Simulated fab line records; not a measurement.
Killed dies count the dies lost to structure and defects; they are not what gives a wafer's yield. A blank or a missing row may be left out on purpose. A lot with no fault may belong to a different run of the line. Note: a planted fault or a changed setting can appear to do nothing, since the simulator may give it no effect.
Chamber matching / flow nandHarc / NHARC_A_SGD_CUT_DEP_00 on pecvd-02 has 3 sister chambers
The step deposits SiNx, target thk 50 nm. 22 wafers are shown with their chamber, then 11 later ones without.

WAFERS WITH THEIR CHAMBER
wafer=L076.3; chamber=0; heaterPowerOuterW (W)=451; heaterPowerW (W)=737
wafer=L076.4; chamber=2; heaterPowerOuterW (W)=498; heaterPowerW (W)=809
wafer=L076.6; chamber=1; heaterPowerOuterW (W)=318; heaterPowerW (W)=629
wafer=L074.1; chamber=0; heaterPowerOuterW (W)=452; heaterPowerW (W)=754
wafer=L074.5; chamber=2; heaterPowerOuterW (W)=515; heaterPowerW (W)=827
wafer=L074.6; chamber=0; heaterPowerOuterW (W)=440; heaterPowerW (W)=748
wafer=L078.1; chamber=0; heaterPowerOuterW (W)=479; heaterPowerW (W)=789
wafer=L078.3; chamber=2; heaterPowerOuterW (W)=471; heaterPowerW (W)=745
wafer=L078.6; chamber=0; heaterPowerOuterW (W)=497; heaterPowerW (W)=798
wafer=L077.4; chamber=1; heaterPowerOuterW (W)=412; heaterPowerW (W)=759
wafer=L077.5; chamber=2; heaterPowerOuterW (W)=475; heaterPowerW (W)=747
wafer=L077.6; chamber=0; heaterPowerOuterW (W)=447; heaterPowerW (W)=752
wafer=L081.1; chamber=1; heaterPowerOuterW (W)=358; heaterPowerW (W)=673
wafer=L081.4; chamber=0; heaterPowerOuterW (W)=440; heaterPowerW (W)=758
wafer=L081.6; chamber=2; heaterPowerOuterW (W)=466; heaterPowerW (W)=729
wafer=L082.1; chamber=0; heaterPowerOuterW (W)=487; heaterPowerW (W)=781
wafer=L082.3; chamber=0; heaterPowerOuterW (W)=477; heaterPowerW (W)=796
wafer=L082.5; chamber=2; heaterPowerOuterW (W)=522; heaterPowerW (W)=809
wafer=L083.1; chamber=1; heaterPowerOuterW (W)=414; heaterPowerW (W)=766
wafer=L083.2; chamber=2; heaterPowerOuterW (W)=439; heaterPowerW (W)=726
wafer=L083.6; chamber=1; heaterPowerOuterW (W)=413; heaterPowerW (W)=775
wafer=L084.1; chamber=1; heaterPowerOuterW (W)=428; heaterPowerW (W)=751

SIGNATURES (averages over the wafers above)
reading=heaterPowerOuterW; chamber 0=463.33; chamber 1=390.50; chamber 2=483.71; scatter within a chamber=31
reading=heaterPowerW; chamber 0=768.11; chamber 1=725.50; chamber 2=770.29; scatter within a chamber=41.8
Rule: a wafer's distance from a chamber is the root of the sum, over the readings, of the square of ((its reading less the chamber's mean) divided by the reading's scatter). The wafer belongs to the nearest chamber; if the next one is less than 2 further off, it can't be placed. The scatter: the root of (the sum of the squares of (reading less its chamber's mean) over the shown wafers, divided by (wafers less chambers)).

WAFERS MISSING THEIR CHAMBER
wafer=L084.5; heaterPowerOuterW (W)=318; heaterPowerW (W)=617
wafer=L084.6; heaterPowerOuterW (W)=514; heaterPowerW (W)=806
wafer=L087.1; heaterPowerOuterW (W)=461; heaterPowerW (W)=747
wafer=L087.5; heaterPowerOuterW (W)=455; heaterPowerW (W)=755
wafer=L087.6; heaterPowerOuterW (W)=528; heaterPowerW (W)=799
wafer=L090.2; heaterPowerOuterW (W)=418; heaterPowerW (W)=760
wafer=L090.3; heaterPowerOuterW (W)=482; heaterPowerW (W)=790
wafer=L090.4; heaterPowerOuterW (W)=513; heaterPowerW (W)=786
wafer=L091.2; heaterPowerOuterW (W)=516; heaterPowerW (W)=825
wafer=L091.5; heaterPowerOuterW (W)=427; heaterPowerW (W)=715
wafer=L091.6; heaterPowerOuterW (W)=517; heaterPowerW (W)=856

EACH ONE'S CHAMBER
wafer=L084.5; from the rows above=1; in truth=1
wafer=L084.6; from the rows above=can't be placed: 2 or 0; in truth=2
wafer=L087.1; from the rows above=can't be placed: 0 or 2 or 1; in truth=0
wafer=L087.5; from the rows above=can't be placed: 0 or 2 or 1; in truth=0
wafer=L087.6; from the rows above=can't be placed: 2 or 0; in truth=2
wafer=L090.2; from the rows above=can't be placed: 1 or 0 or 2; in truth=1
wafer=L090.3; from the rows above=can't be placed: 2 or 0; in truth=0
wafer=L090.4; from the rows above=can't be placed: 2 or 0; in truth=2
wafer=L091.2; from the rows above=can't be placed: 2 or 0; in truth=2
wafer=L091.5; from the rows above=can't be placed: 1 or 0 or 2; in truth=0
wafer=L091.6; from the rows above=can't be placed: 2 or 0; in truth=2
Placed correctly: 1 of 11. Unplaceable from these rows: 10, with the true chamber sitting among the candidates in 10. Placed wrongly: 0.
